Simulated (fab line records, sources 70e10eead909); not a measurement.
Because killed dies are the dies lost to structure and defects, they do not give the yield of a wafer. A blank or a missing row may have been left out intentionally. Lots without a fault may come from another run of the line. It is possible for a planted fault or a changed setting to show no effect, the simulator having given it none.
Which of the tools did it? | flow nand_harc | 24 lots with 72 wafers sampled at 6 steps, on a route of 1159 steps

== WHAT THE GAUGES READ, wafer by wafer ==
NHARC_P_CONTACT_INSPECT_14. Usual: raw_defect_count at 3.4, with a standard deviation of 2.3.
lot  | measured     | on                | raw_defect_count | flag
L074 | day 5 12:49  | defect_inspect-02 | 1 1 1            |
L075 | day 5 13:52  | defect_inspect-01 | 1 4 4            |
L076 | day 6 00:41  | defect_inspect-01 | 2 3 5            |
L077 | day 6 03:44  | defect_inspect-01 | 3 1 1            |
L079 | day 6 16:00  | defect_inspect-02 | 10 5 8           |
L078 | day 6 16:52  | defect_inspect-02 | 2 1 3            |
L080 | day 7 05:43  | defect_inspect-01 | 2 3 2            |
L081 | day 7 05:55  | defect_inspect-01 | 3 8 7            |
L084 | day 7 17:59  | defect_inspect-01 | 5 7 9            |
L083 | day 7 18:26  | defect_inspect-02 | 2 2 3            |
L082 | day 7 19:18  | defect_inspect-01 | 3 3 3            |
L087 | day 8 19:28  | defect_inspect-02 | 2 1 2            |
L088 | day 8 21:24  | defect_inspect-02 | 5 2 2            |
L085 | day 8 22:23  | defect_inspect-01 | 3 1 2            |
L086 | day 9 02:50  | defect_inspect-02 | 5 4 1            |
L089 | day 9 09:50  | defect_inspect-01 | 1 9 2            |
L090 | day 9 14:28  | defect_inspect-02 | 7 3 0            |
L092 | day 9 18:37  | defect_inspect-02 | 1 2 5            |
L091 | day 9 19:22  | defect_inspect-01 | 3 7 2            |
L093 | day 10 04:44 | defect_inspect-01 | 3 4 3            |
L094 | day 10 11:28 | defect_inspect-02 | 3 3 1            |
L096 | day 10 22:00 | defect_inspect-01 | 1 1 3            |
L095 | day 10 22:52 | defect_inspect-01 | 1 6 4            |
L097 | day 11 02:38 | defect_inspect-01 | 3 6 2            |

NHARC_P_M0_INSPECT_27. Usual: raw_defect_count at 286, with a standard deviation of 100.
lot  | measured     | on                | raw_defect_count | flag
L074 | day 5 19:37  | defect_inspect-02 | 422 344 388      |
L075 | day 5 23:29  | defect_inspect-02 | 122 256 187      |
L076 | day 6 09:15  | defect_inspect-02 | 298 547 243      |
L077 | day 6 13:01  | defect_inspect-01 | 153 339 373      |
L079 | day 7 02:09  | defect_inspect-02 | 193 398 367      |
L078 | day 7 02:54  | defect_inspect-01 | 320 195 271      |
L080 | day 7 15:57  | defect_inspect-02 | 520 542 418      |
L081 | day 7 16:28  | defect_inspect-01 | 296 365 442      |
L084 | day 8 01:13  | defect_inspect-01 | 239 233 90       |
L083 | day 8 04:55  | defect_inspect-02 | 300 273 240      |
L082 | day 8 06:02  | defect_inspect-02 | 267 191 270      |
L087 | day 9 06:10  | defect_inspect-01 | 266 156 417      |
L088 | day 9 12:29  | defect_inspect-01 | 166 254 357      |
L085 | day 9 13:01  | defect_inspect-01 | 534 311 387      |
L086 | day 9 13:48  | defect_inspect-02 | 174 197 213      |
L089 | day 9 16:37  | defect_inspect-02 | 240 240 285      |
L090 | day 9 23:19  | defect_inspect-01 | 356 373 274      |
L092 | day 10 01:24 | defect_inspect-02 | 201 243 307      |
L091 | day 10 02:11 | defect_inspect-02 | 321 199 215      |
L093 | day 10 14:11 | defect_inspect-01 | 371 262 325      |
L094 | day 10 19:58 | defect_inspect-02 | 213 285 218      |
L096 | day 11 04:37 | defect_inspect-02 | 179 304 241      |
L095 | day 11 05:35 | defect_inspect-01 | 410 369 391      |
L097 | day 11 09:16 | defect_inspect-01 | 300 218 182      |

NHARC_P_M1_INSPECT_11. Usual: raw_defect_count at 3.8, with a standard deviation of 2.1.
lot  | measured     | on                | raw_defect_count | flag
L074 | day 5 21:34  | defect_inspect-01 | 5 0 5            |
L075 | day 6 01:22  | defect_inspect-01 | 1 4 5            |
L076 | day 6 10:45  | defect_inspect-02 | 6 1 2            |
L077 | day 6 14:25  | defect_inspect-02 | 7 3 3            |
L079 | day 7 03:37  | defect_inspect-02 | 6 7 8            |
L078 | day 7 04:25  | defect_inspect-02 | 1 4 4            |
L080 | day 7 17:28  | defect_inspect-02 | 4 3 3            |
L081 | day 7 18:07  | defect_inspect-01 | 4 7 4            |
L084 | day 8 02:40  | defect_inspect-01 | 4 5 7            |
L083 | day 8 06:26  | defect_inspect-01 | 4 4 3            |
L082 | day 8 07:34  | defect_inspect-02 | 3 7 3            |
L087 | day 9 07:40  | defect_inspect-02 | 2 2 5            |
L088 | day 9 13:51  | defect_inspect-02 | 4 2 3            |
L085 | day 9 14:45  | defect_inspect-02 | 8 2 5            |
L086 | day 9 15:26  | defect_inspect-01 | 7 4 3            |
L089 | day 9 18:11  | defect_inspect-02 | 0 10 4           |
L090 | day 10 00:41 | defect_inspect-01 | 3 4 1            |
L092 | day 10 02:50 | defect_inspect-01 | 7 5 5            |
L091 | day 10 03:42 | defect_inspect-01 | 4 3 2            |
L093 | day 10 15:34 | defect_inspect-02 | 3 2 2            |
L094 | day 10 21:21 | defect_inspect-01 | 2 3 4            |
L096 | day 11 06:08 | defect_inspect-01 | 2 3 3            |
L095 | day 11 06:57 | defect_inspect-01 | 4 6 3            |
L097 | day 11 10:46 | defect_inspect-02 | 2 2 5            |

== WHAT TOOL EACH LOT RAN ON (gives the tool, then ch and the chambers of the sampled wafers, and finally the start) ==
lot  | NHARC_P_CONTACT_DESCUM_17          | NHARC_P_CONTACT_ETCH_36                       | NHARC_P_CONTACT_PVD_32
L074 | rie_diel-12 ch 0,2,3, day 5 12:53  | rie_diel-12 ch 1,2,3, day 5 19:37 or earlier  | pvd_sputter-02, day 5 19:37 or earlier
L075 | rie_diel-12 ch 0,2,3, day 5 13:56  | rie_diel-12 ch 0,1,3, day 5 23:29 or earlier  | pvd_sputter-02, day 5 23:29 or earlier
L076 | rie_diel-06 ch 1,3, day 6 00:45    | rie_diel-06 ch 0,3, day 6 09:15 or earlier    | pvd_sputter-02, day 6 09:15 or earlier
L077 | rie_diel-06 ch 0,1, day 6 03:49    | rie_diel-06 ch 1,2,3, day 6 13:01 or earlier  | pvd_sputter-03, day 6 13:01 or earlier
L079 | rie_diel-12 ch 2,3, day 6 16:04    | rie_diel-12 ch 0,2, day 7 02:09 or earlier    | pvd_sputter-03, day 7 02:09 or earlier
L078 | rie_diel-06 ch 0,2,3, day 6 16:56  | rie_diel-06 ch 0,2,3, day 7 02:54 or earlier  | pvd_sputter-01, day 7 02:54 or earlier
L080 | rie_diel-12 ch 0,1,2, day 7 05:46  | rie_diel-12 ch 0,1,2, day 7 15:57 or earlier  | pvd_sputter-01, day 7 15:57 or earlier
L081 | rie_diel-06 ch 0,3, day 7 05:58    | rie_diel-06 ch 1,2,3, day 7 16:28 or earlier  | pvd_sputter-03, day 7 16:28 or earlier
L084 | rie_diel-06 ch 2,3, day 7 18:02    | rie_diel-06 ch 0,2,3, day 8 01:13 or earlier  | pvd_sputter-03, day 8 01:13 or earlier
L083 | rie_diel-12 ch 2,3, day 7 18:29    | rie_diel-12 ch 1,2,3, day 8 04:55 or earlier  | pvd_sputter-02, day 8 04:55 or earlier
L082 | rie_diel-06 ch 0,1,2, day 7 19:22  | rie_diel-06 ch 1,2,3, day 8 06:02 or earlier  | pvd_sputter-03, day 8 06:02 or earlier
L087 | rie_diel-12 ch 0,1, day 8 19:32    | rie_diel-12 ch 0,1, day 9 06:10 or earlier    | pvd_sputter-02, day 9 06:10 or earlier
L088 | rie_diel-12 ch 0,1,2, day 8 21:28  | rie_diel-12 ch 0,2,3, day 9 12:29 or earlier  | pvd_sputter-03, day 9 12:29 or earlier
L085 | rie_diel-02 ch 0,1,2, day 8 22:27  | rie_diel-02 ch 0,1,3, day 9 13:01 or earlier  | pvd_sputter-01, day 9 13:01 or earlier
L086 | rie_diel-12 ch 0,2,3, day 9 02:54  | rie_diel-12 ch 0,2,3, day 9 13:48 or earlier  | pvd_sputter-02, day 9 13:48 or earlier
L089 | rie_diel-12 ch 0,1,2, day 9 09:53  | rie_diel-12 ch 1,3, day 9 16:37 or earlier    | pvd_sputter-02, day 9 16:37 or earlier
L090 | rie_diel-02 ch 0,2, day 9 14:32    | rie_diel-02 ch 0,2,3, day 9 23:19 or earlier  | pvd_sputter-03, day 9 23:19 or earlier
L092 | rie_diel-06 ch 0,1,2, day 9 18:41  | rie_diel-06 ch 0,1,3, day 10 01:24 or earlier | pvd_sputter-03, day 10 01:24 or earlier
L091 | rie_diel-02 ch 0,1,3, day 9 19:27  | rie_diel-02 ch 0,1,2, day 10 02:11 or earlier | pvd_sputter-01, day 10 02:11 or earlier
L093 | rie_diel-12 ch 0,3, day 10 04:48   | rie_diel-12 ch 0,1,3, day 10 14:11 or earlier | pvd_sputter-01, day 10 14:11 or earlier
L094 | rie_diel-06 ch 2,3, day 10 11:31   | rie_diel-06 ch 2,3, day 10 19:58 or earlier   | pvd_sputter-03, day 10 19:58 or earlier
L096 | rie_diel-12 ch 0,3, day 10 22:04   | rie_diel-12 ch 0,3, day 11 04:37 or earlier   | pvd_sputter-01, day 11 04:37 or earlier
L095 | rie_diel-06 ch 0,1,3, day 10 22:56 | rie_diel-06 ch 1,3, day 11 05:35 or earlier   | pvd_sputter-02, day 11 05:35 or earlier
L097 | rie_diel-12 ch 0,1,3, day 11 02:43 | rie_diel-12 ch 1,3, day 11 09:16 or earlier   | pvd_sputter-02, day 11 09:16 or earlier
- NHARC_P_CONTACT_DESCUM_17: chemistry O2, time 3 s.
- NHARC_P_CONTACT_ETCH_36: etches the open film in N2/H2, target depth 260 nm, time 406.25 s.
- NHARC_P_CONTACT_PVD_32: deposits Ti, target thk 5 nm, time 17.7 s.

== AS READ BY THE TOOLS THEMSELVES (means over the sampled wafers that have a number; for cases with no such wafer, the mark the record gives instead) ==
NHARC_P_CONTACT_DESCUM_17. Usual: chamber_pressure_mTorr 60.00 mTorr, standard deviation 0.055; drypump_motor_current_A 5.6 A, standard deviation 0.49; oes_product_au 1.000 a.u., standard deviation 0.01; rf_vpp_V 58.0 V, standard deviation 0.9; showerhead_plenum_p_Torr 1.93 Torr, standard deviation 0.084; throttle_valve_pct 11.312 %, standard deviation 0.0087.
lot  | tool        | chamber_pressure_mTorr (mTorr) | drypump_motor_current_A (A) | oes_product_au (a.u.) | rf_vpp_V (V) | showerhead_plenum_p_Torr (Torr) | throttle_valve_pct (%) | flag
L074 | rie_diel-12 | 60.01                          | 5.6                         | 1.004                 | 57.9         | 1.93                            | 11.309                 |
L075 | rie_diel-12 | 60.00                          | 5.5                         | 1.000                 | 58.0         | 1.92                            | 11.320                 |
L076 | rie_diel-06 | 60.02                          | 5.4                         | 0.987                 | 57.7         | 1.93                            | 11.321                 |
L077 | rie_diel-06 | 59.97                          | 5.1                         | 0.997                 | 57.0         | 1.88                            | 11.307                 |
L079 | rie_diel-12 | 60.05                          | 5.2                         | 1.007                 | 57.3         | 1.84                            | 11.312                 |
L078 | rie_diel-06 | 59.97                          | 5.4                         | 1.002                 | 57.9         | 1.94                            | 11.309                 |
L080 | rie_diel-12 | 60.00                          | 5.8                         | 0.995                 | 57.0         | 1.95                            | 11.308                 |
L081 | rie_diel-06 | 60.01                          | 5.3                         | 0.996                 | 57.9         | 1.90                            | 11.323                 |
L084 | rie_diel-06 | 60.00                          | 5.5                         | 0.994                 | 58.2         | 1.96                            | 11.307                 |
L083 | rie_diel-12 | 59.99                          | 5.2                         | 1.002                 | 58.2         | 1.84                            | 11.310                 |
L082 | rie_diel-06 | 60.05                          | 5.4                         | 1.002                 | 58.3         | 1.95                            | 11.314                 |
L087 | rie_diel-12 | 60.01                          | 5.8                         | 0.999                 | 58.0         | 1.98                            | 11.310                 |
L088 | rie_diel-12 | 59.97                          | 5.8                         | 1.003                 | 57.9         | 1.95                            | 11.313                 |
L085 | rie_diel-02 | 60.03                          | 6.1                         | 1.000                 | 58.2         | 2.01                            | 11.310                 |
L086 | rie_diel-12 | 60.04                          | 5.6                         | 1.001                 | 57.9         | 1.92                            | 11.315                 |
L089 | rie_diel-12 | 60.01                          | 5.7                         | 1.005                 | 58.4         | 1.95                            | 11.304                 |
L090 | rie_diel-02 | 60.02                          | 6.1                         | 1.000                 | 58.0         | 2.00                            | 11.318                 |
L092 | rie_diel-06 | 60.03                          | 5.4                         | 1.005                 | 58.0         | 1.94                            | 11.315                 |
L091 | rie_diel-02 | 60.01                          | 5.7                         | 1.005                 | 58.3         | 1.98                            | 11.307                 |
L093 | rie_diel-12 | 59.97                          | 5.5                         | 1.018                 | 58.2         | 1.95                            | 11.309                 |
L094 | rie_diel-06 | 60.02                          | 5.7                         | 1.002                 | 57.7         | 1.99                            | 11.308                 |
L096 | rie_diel-12 | 59.95                          | 5.5                         | 1.022                 | 58.6         | 1.95                            | 11.305                 |
L095 | rie_diel-06 | 59.97                          | 5.3                         | 1.000                 | 57.9         | 1.90                            | 11.322                 |
L097 | rie_diel-12 | 59.97                          | 5.4                         | 1.000                 | 57.4         | 1.90                            | 11.319                 |

NHARC_P_CONTACT_ETCH_36. Usual: chamber_pressure_mTorr 30.000 mTorr, standard deviation 0.03; drypump_motor_current_A 5.5 A, standard deviation 0.49; oes_product_au 0.998 a.u., standard deviation 0.01; rf_vpp_V 431.2 V, standard deviation 2.8; showerhead_plenum_p_Torr 2.06 Torr, standard deviation 0.094; throttle_valve_pct 14.171 %, standard deviation 0.0086.
lot  | tool        | chamber_pressure_mTorr (mTorr) | drypump_motor_current_A (A) | oes_product_au (a.u.) | rf_vpp_V (V) | showerhead_plenum_p_Torr (Torr) | throttle_valve_pct (%) | flag
L074 | rie_diel-12 | 30.021                         | 5.4                         | 0.999                 | 428.9        | 2.00                            | 14.166                 |
L075 | rie_diel-12 | 29.983                         | 5.4                         | 0.990                 | 430.2        | 2.03                            | 14.164                 |
L076 | rie_diel-06 | 30.028                         | 5.3                         | 0.997                 | 430.3        | 2.02                            | 14.171                 |
L077 | rie_diel-06 | 29.973                         | 5.6                         | 0.995                 | 431.8        | 2.10                            | 14.178                 |
L079 | rie_diel-12 | 30.004                         | 5.9                         | 1.000                 | 433.6        | 2.14                            | 14.177                 |
L078 | rie_diel-06 | 30.023                         | 5.4                         | 0.998                 | 431.5        | 2.07                            | 14.169                 |
L080 | rie_diel-12 | 29.990                         | 5.8                         | 0.994                 | 431.7        | 2.08                            | 14.164                 |
L081 | rie_diel-06 | 29.994                         | 5.5                         | 0.996                 | 432.4        | 2.10                            | 14.177                 |
L084 | rie_diel-06 | 30.016                         | 5.4                         | 1.005                 | 430.8        | 2.07                            | 14.174                 |
L083 | rie_diel-12 | 29.965                         | 5.4                         | 0.994                 | 430.0        | 1.99                            | 14.181                 |
L082 | rie_diel-06 | 29.964                         | 5.5                         | 1.001                 | 432.8        | 2.10                            | 14.172                 |
L087 | rie_diel-12 | 29.975                         | 5.7                         | 0.997                 | 432.2        | 2.11                            | 14.170                 |
L088 | rie_diel-12 | 29.991                         | 5.6                         | 0.996                 | 431.1        | 2.05                            | 14.158                 |
L085 | rie_diel-02 | 29.988                         | 5.7                         | 1.008                 | 432.3        | 2.11                            | 14.177                 |
L086 | rie_diel-12 | 29.999                         | 5.6                         | 0.998                 | 430.8        | 2.05                            | 14.170                 |
L089 | rie_diel-12 | 29.984                         | 5.3                         | 0.993                 | 428.0        | 1.97                            | 14.169                 |
L090 | rie_diel-02 | 30.021                         | 5.7                         | 1.009                 | 432.1        | 2.09                            | 14.165                 |
L092 | rie_diel-06 | 30.009                         | 5.3                         | 0.985                 | 431.4        | 2.03                            | 14.162                 |
L091 | rie_diel-02 | 30.020                         | 6.1                         | 0.996                 | 433.6        | 2.15                            | 14.177                 |
L093 | rie_diel-12 | 29.959                         | 5.4                         | 1.002                 | 430.5        | 2.02                            | 14.171                 |
L094 | rie_diel-06 | 30.012                         | 5.7                         | 1.000                 | 433.0        | 2.13                            | 14.178                 |
L096 | rie_diel-12 | 29.991                         | 5.2                         | 1.011                 | 429.1        | 1.99                            | 14.176                 |
L095 | rie_diel-06 | 29.985                         | 5.4                         | 0.990                 | 431.5        | 2.06                            | 14.174                 |
L097 | rie_diel-12 | 29.995                         | 5.0                         | 0.997                 | 427.4        | 1.93                            | 14.169                 |

NHARC_P_CONTACT_PVD_32. Usual: throttle_valve_pct at 30.0 %, with a standard deviation of 0.94.
lot  | tool           | throttle_valve_pct (%) | flag
L074 | pvd_sputter-02 | 29.6                   |
L075 | pvd_sputter-02 | 29.6                   |
L076 | pvd_sputter-02 | 29.7                   |
L077 | pvd_sputter-03 | 30.8                   |
L079 | pvd_sputter-03 | 31.0                   |
L078 | pvd_sputter-01 | 29.6                   |
L080 | pvd_sputter-01 | 29.9                   |
L081 | pvd_sputter-03 | 30.4                   |
L084 | pvd_sputter-03 | 30.4                   |
L083 | pvd_sputter-02 | 29.7                   |
L082 | pvd_sputter-03 | 30.5                   |
L087 | pvd_sputter-02 | 30.3                   |
L088 | pvd_sputter-03 | 29.9                   |
L085 | pvd_sputter-01 | 29.6                   |
L086 | pvd_sputter-02 | 29.8                   |
L089 | pvd_sputter-02 | 30.3                   |
L090 | pvd_sputter-03 | 30.7                   |
L092 | pvd_sputter-03 | 29.9                   |
L091 | pvd_sputter-01 | 29.8                   |
L093 | pvd_sputter-01 | 29.2                   |
L094 | pvd_sputter-03 | 30.6                   |
L096 | pvd_sputter-01 | 29.7                   |
L095 | pvd_sputter-02 | 29.1                   |
L097 | pvd_sputter-02 | 29.8                   |

== THE ANSWER, worked out from the rows above alone ==
Rule: a lot counts as off when the mean over its wafers that have a number is more than 3 standard deviations away from the usual mean. A lot without any number at a reading at which 4 lots or more have one is off too. Where the step has rows for the other lots, those lots are counted as sound. Order of review: gauges by route order, followed by the tools' own readings, for which a lot's mean as printed above is used. The first step at which some lot is off is used, and at that step the reading that is off furthest; a lot without a number counts as furthest.
No lot is off on any of the readings shown, so nothing can be concluded from this.

== WHAT THE SIMULATOR PUT IN ==
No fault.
